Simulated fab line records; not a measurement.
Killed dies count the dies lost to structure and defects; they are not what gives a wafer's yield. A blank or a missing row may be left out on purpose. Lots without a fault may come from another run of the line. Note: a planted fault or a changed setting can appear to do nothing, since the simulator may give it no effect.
2 desks looking at one fault :: flow nandHarc :: numbers are kept per desk, each desk with only its own; the story behind them comes last

## TOOL OWNER'S DESK, rieDiel-13
The tool's own readings at NHARC_HYBRID_BOND_ACTIVATE_00 (chemistry N2, time 60 s): means of the sampled wafers that have a number, for each lot that ran on this tool. Any lot whose mean is over 4 standard deviations away from the usual mean is out of limits and marked OUT; that distance is given in the brackets.
Columns: A = drypumpMotorCurrentA at NHARC_HYBRID_BOND_ACTIVATE_00, usual 5.6 A; B = oesProductAu at NHARC_HYBRID_BOND_ACTIVATE_00, usual 0.999 a.u.; C = rfVppV at NHARC_HYBRID_BOND_ACTIVATE_00, usual 64.1 V; D = runLengthS at NHARC_HYBRID_BOND_ACTIVATE_00, usual 81.5 s; E = showerheadPlenumPTorr at NHARC_HYBRID_BOND_ACTIVATE_00, usual 1.76 Torr
lot: L773
first seen here: day 23 16:11
A: 5.3
B: 0.991
C: 63.9
D: 81.5
E: 1.72

lot: L775
first seen here: day 23 19:11
A: 5.3
B: 0.998
C: 65.3
D: 81.3
E: 1.76

lot: L776
first seen here: day 25 07:33
A: 5.7
B: 0.997
C: 64.2
D: 81.5
E: 1.76

lot: L777
first seen here: day 26 08:30
A: 5.3
B: 0.992
C: 63.2
D: 81.3
E: 1.75

lot: L778
first seen here: day 26 10:58
A: 5.8
B: 1.006
C: 63.6
D: 81.8
E: 1.77

lot: L781
first seen here: day 26 12:10
A: 5.5
B: 1.003
C: 63.7
D: 81.2
E: 1.73

lot: L780
first seen here: day 26 13:58
A: 5.5
B: 1.000
C: 63.9
D: 81.2
E: 1.73

lot: L783
first seen here: day 27 13:20
A: 5.8
B: 0.993
C: 63.9
D: 81.5
E: 1.74

lot: L785
first seen here: day 28 12:32
A: 5.7
B: 1.002
C: 64.0
D: 81.6
E: 1.75

lot: L786
first seen here: day 28 18:17
A: 5.3
B: 0.992
C: 64.3
D: 81.5
E: 1.75

lot: L790
first seen here: day 30 19:37
A: 5.7
B: 1.006
C: 64.0
D: 77.3 (-10) OUT
E: 1.75

lot: L791
first seen here: day 30 21:07
A: 5.6
B: 1.000
C: 64.4
D: 77.3 (-10) OUT
E: 1.72
This desk's finding: out of limits on L790, L791; first on L790, day 30 19:37 (runLengthS at NHARC_HYBRID_BOND_ACTIVATE_00). L773, L775, L776, L777, L778, L781, L780, L783, L785, L786 stayed within limits.

## AT THE METROLOGY DESK
Means of the sampled wafers that have a number, per lot and without regard to the tool the lot ran on: this is what the gauges read. Any lot whose mean is over 4 standard deviations away from the usual mean is out of limits and marked OUT; that distance is given in the brackets.
Columns: A = overlayXNm at NHARC_A_BONDPAD_OVL_MEAS_35, usual -1 nm; B = overlayYNm at NHARC_A_BONDPAD_OVL_MEAS_35, usual -2 nm
lot: L773
first seen here: day 23 13:22
A: -5
B: 0

lot: L775
first seen here: day 23 16:22
A: 7
B: 2

lot: L776
first seen here: day 25 04:44
A: 1
B: -4

lot: L777
first seen here: day 26 05:44
A: -2
B: 4

lot: L778
first seen here: day 26 08:14
A: -6
B: 7

lot: L781
first seen here: day 26 09:17
A: 2
B: -6

lot: L780
first seen here: day 26 11:10
A: 3
B: -3

lot: L783
first seen here: day 27 10:35
A: 4
B: -5

lot: L784
first seen here: day 28 08:03
A: 3
B: -6

lot: L785
first seen here: day 28 09:47
A: -13
B: -2

lot: L786
first seen here: day 28 15:31
A: 0
B: -4

lot: L790
first seen here: day 30 16:50
A: 2
B: -1

lot: L791
first seen here: day 30 18:20
A: -2
B: -3
This desk's finding: nothing out of limits on any of the 13 lots.

## ALL TOGETHER
On L790, L791, at day 30 19:37, an alarm was possible from the tool owner's desk.
From the metrology desk's view, nothing was out of limits.
The metrology desk has L790, L791 on record, within its limits.
On rieDiel-13, each named lot ran NHARC_HYBRID_BOND_ACTIVATE_00.

## WHAT THE SIMULATOR HAD INSERTED
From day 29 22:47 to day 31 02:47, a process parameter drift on rieDiel-13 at NHARC_HYBRID_BOND_ACTIVATE_00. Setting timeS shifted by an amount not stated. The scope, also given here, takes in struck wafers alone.
Shown lots that were struck: L790, L791.
Each desk's first reading out of limits, in hours after the fault started: the tool owner's desk, 21.
